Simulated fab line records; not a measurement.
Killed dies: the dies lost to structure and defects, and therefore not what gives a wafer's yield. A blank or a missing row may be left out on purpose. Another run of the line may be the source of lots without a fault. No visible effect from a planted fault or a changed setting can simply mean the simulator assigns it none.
Matching of chambers + flow n5-finfet + N5_BEOL_M12_CMP_49 on cmp-03 has 4 sister chambers
The step polishes, stops on SiOC, t overpolish 20.6 s, target thk 320 nm. 8 wafers are shown with their chamber, then 9 later ones without.

## EACH WAFER AND ITS CHAMBER
| wafer  | chamber | motor-current-A (A) | barrier-field-endpoint-s (s) |
|--------|---------|---------------------|------------------------------|
| L080.2 | 2       | 4.5                 | 30.7                         |
| L083.5 | 0       | 6.1                 | 28.9                         |
| L087.2 | 0       | 6.4                 | 29.3                         |
| L087.3 | 1       | 5.7                 | 29.9                         |
| L087.5 | 3       | 5.7                 | 29.0                         |
| L089.1 | 1       | 5.9                 | 31.8                         |
| L089.5 | 3       | 6.0                 | 30.8                         |
| L089.6 | 2       | 4.7                 | 32.3                         |

## WAFERS WITH NO CHAMBER GIVEN
| wafer  | motor-current-A (A) | barrier-field-endpoint-s (s) |
|--------|---------------------|------------------------------|
| L090.1 | 5.8                 | 30.1                         |
| L090.3 | 6.5                 | 29.5                         |
| L090.5 | 5.6                 | 29.2                         |
| L094.1 | 5.1                 | 30.9                         |
| L094.5 | 6.1                 | 29.2                         |
| L094.6 | 5.6                 | 29.8                         |
| L095.2 | 6.2                 | 29.8                         |
| L095.4 | 5.6                 | 30.5                         |
| L095.6 | 6.1                 | 29.6                         |

## WHICH CHAMBER EACH ONE RAN IN
| wafer  | from the rows above          | in truth |
|--------|------------------------------|----------|
| L090.1 | can't be placed: 3 or 1      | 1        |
| L090.3 | 0                            | 0        |
| L090.5 | can't be placed: 3 or 1      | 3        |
| L094.1 | can't be placed: 2 or 1 or 3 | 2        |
| L094.5 | can't be placed: 0 or 3 or 1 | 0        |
| L094.6 | can't be placed: 3 or 1      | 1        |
| L095.2 | can't be placed: 0 or 3 or 1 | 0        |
| L095.4 | can't be placed: 1 or 3      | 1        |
| L095.6 | can't be placed: 0 or 3 or 1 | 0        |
Correctly placed: 1 of 9. Unplaceable from these rows: 8, with the true chamber sitting among the candidates in 8. Wrongly placed: 0.
How it was worked out, from the rows above alone: a wafer's distance from a chamber is the root of the sum, over the readings, of the square of ((its reading less the chamber's mean) divided by the reading's scatter). If the next closest chamber is less than 2 further off than the closest, the wafer can't be placed; otherwise it belongs to the closest. A chamber's mean is the mean of its shown wafers. The scatter is the square root of a quotient: the sum, over the shown wafers, of each reading's squared deviation from its chamber's mean, divided by wafers minus chambers.
